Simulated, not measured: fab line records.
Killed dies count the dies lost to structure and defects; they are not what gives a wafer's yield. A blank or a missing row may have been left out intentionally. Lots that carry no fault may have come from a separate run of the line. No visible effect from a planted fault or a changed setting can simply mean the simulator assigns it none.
Which of the tools did it?	flow nand harc	36 wafers from 12 lots sampled at 4 of the route's 1302 steps

## WHAT THE GAUGES READ, wafer by wafer
Not one reading of a measure or inspect step in the record can be checked against a usual standard deviation.

## WHAT TOOL EACH LOT RAN ON (gives the tool, then ch and the chambers of the sampled wafers, and finally the start)
lot	NHARC_A_CHANNEL_FILL_D2_ETCHBACK_19	NHARC_A_CHANNEL_FILL_D2_ETCHBACK_08	NHARC_A_CHANNEL_FILL_D2_CMP_10	NHARC_A_STAIRCASE_ETCH_170
L677	rie si-04 ch 1,2,3, day 14 11:13	rie diel-05 ch 2,3, day 15 10:34 or earlier	cmp-02 ch 0,1,3, day 15 10:34	rie diel-03 ch 1,3, day 15 12:33
L679	rie si-02 ch 0,1,2, day 15 10:07	rie diel-05 ch 1,2,3, day 16 09:03 or earlier	cmp-01 ch 0,2,3, day 16 09:03	rie diel-03 ch 0,1,2, day 16 10:56
L680	rie si-02 ch 0,1,2, day 16 02:55	rie diel-11 ch 1,3, day 17 03:02 or earlier	cmp-01 ch 1,2,3, day 17 03:02	rie diel-08 ch 0,1, day 17 04:54
L686	rie si-02 ch 0,2,3, day 17 20:24	rie diel-07 ch 0,1,3, day 18 21:26 or earlier	cmp-03 ch 0,1,2, day 18 21:26	rie diel-02 ch 0,1,3, day 18 23:18
L684	rie si-04 ch 0,1,3, day 17 20:25	rie diel-05 ch 0,3, day 18 21:20 or earlier	cmp-03 ch 0,1,3, day 18 21:20	rie diel-02 ch 0,1,3, day 18 23:04
L685	rie si-04 ch 0,1,3, day 18 01:09	rie diel-05 ch 0,1,2, day 19 00:38 or earlier	cmp-01 ch 0,1,2, day 19 00:38	rie diel-02 ch 1,3, day 19 03:02
L687	rie si-04 ch 0,2,3, day 19 02:22	rie diel-05 ch 1,2, day 20 02:05 or earlier	cmp-01 ch 0,3, day 20 02:05	rie diel-02 ch 0,3, day 20 04:23
L689	rie si-04 ch 0,3, day 19 06:42	rie diel-05 ch 0,1,2, day 20 05:35 or earlier	cmp-01 ch 0,1,3, day 20 05:35	rie diel-02 ch 0,1, day 20 07:50
L688	rie si-02 ch 1,2,3, day 19 06:43	rie diel-07 ch 1,2, day 20 05:37 or earlier	cmp-02 ch 1,2, day 20 05:37	rie diel-02 ch 0,1,3, day 20 07:55
L698	rie si-05 ch 0,2,3, day 23 02:43	rie diel-07 ch 1,2, day 24 03:30 or earlier	cmp-01 ch 0,1,2, day 24 03:30	rie diel-02 ch 0,1,2, day 24 05:32
L699	rie si-02 ch 1,2,3, day 23 18:28	rie diel-05 ch 1,2,3, day 24 17:27 or earlier	cmp-03 ch 0,1,3, day 24 17:27	rie diel-03 ch 0,1,3, day 24 19:29
L700	rie si-05 ch 0,2, day 23 18:28	rie diel-07 ch 2,3, day 24 17:29 or earlier	cmp-01 ch 0,1,3, day 24 17:29	rie diel-08 ch 0,1,3, day 24 19:29
- NHARC_A_CHANNEL_FILL_D2_ETCHBACK_19: etches the open film in HBr/Cl2, target depth 5 nm, time 1.7 s.
- NHARC_A_CHANNEL_FILL_D2_ETCHBACK_08: etches the open film in C4F8, target depth 220 nm, time 110 s.
- NHARC_A_CHANNEL_FILL_D2_CMP_10: polishes, target thk 150 nm.
- NHARC_A_STAIRCASE_ETCH_170: etches the open film in C4F6/O2, target depth 200 nm, time 66.667 s.

## AS READ BY THE TOOLS THEMSELVES (means over the sampled wafers that have a number; for cases with no such wafer, the mark the record gives instead)
NHARC_A_CHANNEL_FILL_D2_ETCHBACK_19. Usual: drypump motor current A 6.0 A, standard deviation 0.48; oes product au 0.999 a.u., standard deviation 0.0073; throttle valve pct 26.406 %, standard deviation 0.0083.
lot	tool	drypump motor current A (A)	oes product au (a.u.)	throttle valve pct (%)	flag
L677	rie si-04	6.5	1.002	26.398	
L679	rie si-02	5.6	0.996	26.402	
L680	rie si-02	5.6	0.999	26.412	
L686	rie si-02	5.4	0.991	26.410	
L684	rie si-04	6.2	0.997	26.402	
L685	rie si-04	6.2	1.002	26.410	
L687	rie si-04	6.2	1.005	26.402	
L689	rie si-04	6.1	1.006	26.399	
L688	rie si-02	5.6	0.994	26.408	
L698	rie si-05	6.2	1.002	26.410	
L699	rie si-02	5.6	0.995	26.406	
L700	rie si-05	6.5	1.000	26.406	

NHARC_A_CHANNEL_FILL_D2_ETCHBACK_08. Usual: oes product au 0.97 a.u., standard deviation 0.034; rf vpp V 441.0 V, standard deviation 2.7.
lot	tool	oes product au (a.u.)	rf vpp V (V)	flag
L677	rie diel-05	0.98	438.4	
L679	rie diel-05	0.93	441.3	
L680	rie diel-11	1.00	438.3	
L686	rie diel-07	0.99	442.2	
L684	rie diel-05	1.00	440.2	
L685	rie diel-05	1.00	440.6	
L687	rie diel-05	0.92	442.0	
L689	rie diel-05	1.00	440.4	
L688	rie diel-07	0.95	443.8	
L698	rie diel-07	1.00	443.2	
L699	rie diel-05	0.92	440.8	
L700	rie diel-07	0.97	439.2	

NHARC_A_CHANNEL_FILL_D2_CMP_10. Usual: motor current A 12.7 A, standard deviation 0.7; slurry flow ml min 149.9, standard deviation 0.48; time to endpoint s 15.2 s, standard deviation 2.3.
lot	tool	motor current A (A)	slurry flow ml min	time to endpoint s (s)	flag
L677	cmp-02	12.7	150.0	17.8	
L679	cmp-01	12.3	149.8	16.5	
L680	cmp-01	12.0	149.9	13.4	
L686	cmp-03	12.8	149.9	17.8	
L684	cmp-03	12.7	149.8	17.0	
L685	cmp-01	12.8	150.3	12.6	
L687	cmp-01	12.4	149.5	12.8	
L689	cmp-01	12.5	149.7	13.0	
L688	cmp-02	13.5	149.8	13.0	
L698	cmp-01	12.7	149.4	17.2	
L699	cmp-03	12.4	150.6	16.3	
L700	cmp-01	12.4	150.2	15.3	

NHARC_A_STAIRCASE_ETCH_170. Usual: for drypump motor current A, 6.0 A with a standard deviation of 0.35; for mfc ar sccm, 500.0 sccm with a standard deviation of 1.6; for oes product au, 0.974 a.u. with a standard deviation of 0.014; for rf vpp V, 547 V with a standard deviation of 3.4; for run length s, 87.9 s with a standard deviation of 0.38; for showerhead plenum p Torr, 3.92 Torr with a standard deviation of 0.16; for throttle valve pct, 26.902 % with a standard deviation of 0.0081.
lot	tool	drypump motor current A (A)	mfc ar sccm (sccm)	oes product au (a.u.)	rf vpp V (V)	run length s (s)	showerhead plenum p Torr (Torr)	throttle valve pct (%)	flag
L677	rie diel-03	5.8	501.7	0.972	550	87.8	4.11	26.904	
L679	rie diel-03	5.9	500.6	0.980	547	87.7	3.89	26.908	
L680	rie diel-08	5.9	499.9	0.981	545	87.6	3.84	26.910	
L686	rie diel-02	5.7	498.5	0.967	547	88.0	3.89	26.891	
L684	rie diel-02	5.8	500.5	0.964	546	87.8	3.89	26.897	
L685	rie diel-02	5.8	498.4	0.987	546	87.9	3.84	26.904	
L687	rie diel-02	5.9	497.8	0.972	543	87.8	3.72	26.900	
L689	rie diel-02	5.8	500.1	0.980	547	102.1	3.94	26.898	OFF
L688	rie diel-02	5.8	501.0	0.975	546	101.9	3.88	26.902	OFF
L698	rie diel-02	6.0	499.2	0.978	548	88.0	3.99	26.907	
L699	rie diel-03	5.8	500.3	0.981	548	87.7	3.98	26.904	
L700	rie diel-08	6.1	500.2	0.972	545	88.0	3.91	26.905	

## THE ANSWER, worked out from the rows above alone
Rule: a lot is off if the mean of its wafers that have a number lies more than 3 standard deviations from the usual mean. A lot without any number at a reading at which 4 lots or more have one is off too. The other lots that the step has rows for count as sound. First the gauges in route order, then the tools' own readings, where a lot's mean is used as printed above. At the first step where some lot is off, the reading lying furthest off is the one used; lots without a number count as furthest.
Off at NHARC_A_STAIRCASE_ETCH_170 (run length s): L689, L688.
A tool fits if, at that step or a process step before it, it ran every lot that is off, and no sound lot after the first of them. With no start given for some of its lots, NHARC_A_CHANNEL_FILL_D2_ETCHBACK_08 uses the hours and lot order of NHARC_A_CHANNEL_FILL_D2_CMP_10. None of those tried fits.

## WHAT THE SIMULATOR HAD PUT IN
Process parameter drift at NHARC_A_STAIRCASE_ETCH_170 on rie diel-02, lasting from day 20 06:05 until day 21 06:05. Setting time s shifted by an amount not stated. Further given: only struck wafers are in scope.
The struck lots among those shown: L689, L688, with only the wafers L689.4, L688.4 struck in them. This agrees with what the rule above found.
